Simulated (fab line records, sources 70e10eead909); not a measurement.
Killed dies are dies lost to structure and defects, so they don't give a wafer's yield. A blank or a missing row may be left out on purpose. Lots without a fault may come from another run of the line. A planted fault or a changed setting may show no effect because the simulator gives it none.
Chamber matching | flow nand_harc | NHARC_P_ZERO_WELL_ETCH_63 on rie_si-03: 4 sister chambers
The step etches the open film in HBr/Cl2, target depth 120 nm, time 40.1 s. 22 wafers are shown with their chamber, then 11 later ones without.

WAFERS WITH THEIR CHAMBER
wafer  | chamber | he_backside_leak_sccm (sccm) | oes_product_au (a.u.) | throttle_valve_pct (%)
L074.3 | 0       | 2.90                         | 0.991                 | 26.391
L074.5 | 0       | 2.79                         | 0.986                 | 26.397
L074.6 | 3       | 2.69                         | 0.992                 | 26.404
L075.2 | 2       | 2.83                         | 1.004                 | 26.388
L075.5 | 1       | 2.63                         | 0.997                 | 26.411
L075.6 | 2       | 2.85                         | 0.989                 | 26.405
L076.2 | 1       | 2.74                         | 1.000                 | 26.411
L076.3 | 0       | 2.78                         | 0.996                 | 26.404
L076.6 | 1       | 2.76                         | 1.003                 | 26.396
L079.1 | 0       | 2.93                         | 0.999                 | 26.400
L079.3 | 1       | 2.66                         | 0.996                 | 26.396
L079.5 | 0       | 2.97                         | 0.996                 | 26.412
L082.2 | 2       | 3.04                         | 0.994                 | 26.423
L082.4 | 3       | 2.62                         | 1.006                 | 26.406
L082.6 | 0       | 2.92                         | 0.996                 | 26.406
L085.2 | 0       | 2.86                         | 0.992                 | 26.393
L085.3 | 1       | 2.75                         | 1.001                 | 26.397
L085.4 | 3       | 2.65                         | 0.987                 | 26.406
L086.2 | 1       | 2.73                         | 1.003                 | 26.413
L086.4 | 3       | 2.71                         | 0.995                 | 26.389
L086.5 | 1       | 2.88                         | 1.006                 | 26.399
L091.1 | 3       | 2.72                         | 0.994                 | 26.407

SIGNATURES (means of the wafers above)
reading               | chamber 0 | chamber 1 | chamber 2 | chamber 3 | scatter within a chamber
he_backside_leak_sccm | 2.8786    | 2.7357    | 2.9067    | 2.6780    | 0.0759
oes_product_au        | 0.99371   | 1.00086   | 0.99567   | 0.99480   | 0.00527
throttle_valve_pct    | 26.40043  | 26.40329  | 26.40533  | 26.40240  | 0.00929
Rule: a wafer's distance from a chamber is the root of the sum, over the readings, of the square of ((its reading less the chamber's mean) divided by the reading's scatter). The wafer belongs to the nearest chamber; if the next one is less than 2 further off, it can't be placed. The scatter: the root of (the sum of the squares of (reading less its chamber's mean) over the shown wafers, divided by (wafers less chambers)).

WAFERS WITHOUT THEIR CHAMBER
wafer  | he_backside_leak_sccm (sccm) | oes_product_au (a.u.) | throttle_valve_pct (%)
L091.3 | 2.75                         | 0.984                 | 26.406
L091.5 | 2.84                         | 0.998                 | 26.414
L092.1 | 2.70                         | 1.001                 | 26.394
L092.4 | 2.67                         | 1.001                 | 26.409
L092.6 | 2.66                         | 0.997                 | 26.403
L095.1 | 2.82                         | 1.007                 | 26.402
L095.4 | 2.71                         | 0.994                 | 26.384
L095.5 | 2.90                         | 0.994                 | 26.398
L096.2 | 2.97                         | 0.986                 | 26.399
L096.3 | 2.76                         | 0.981                 | 26.411
L096.6 | 2.82                         | 0.994                 | 26.411

WHICH CHAMBER EACH WENT THROUGH
wafer  | from the rows above               | in truth
L091.3 | can't be placed: 3 or 0 or 2 or 1 | 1
L091.5 | can't be placed: 2 or 0 or 1 or 3 | 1
L092.1 | can't be placed: 1 or 3 or 0      | 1
L092.4 | can't be placed: 1 or 3           | 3
L092.6 | can't be placed: 3 or 1           | 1
L095.1 | can't be placed: 1 or 2 or 0 or 3 | 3
L095.4 | can't be placed: 3 or 1 or 0 or 2 | 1
L095.5 | can't be placed: 0 or 2           | 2
L096.2 | can't be placed: 0 or 2           | 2
L096.3 | can't be placed: 3 or 0 or 2 or 1 | 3
L096.6 | can't be placed: 2 or 0 or 1 or 3 | 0
Placed correctly: 0 of 11. Can't be placed from these rows: 11 (the true chamber is among the candidates in 11). Placed wrongly: 0.
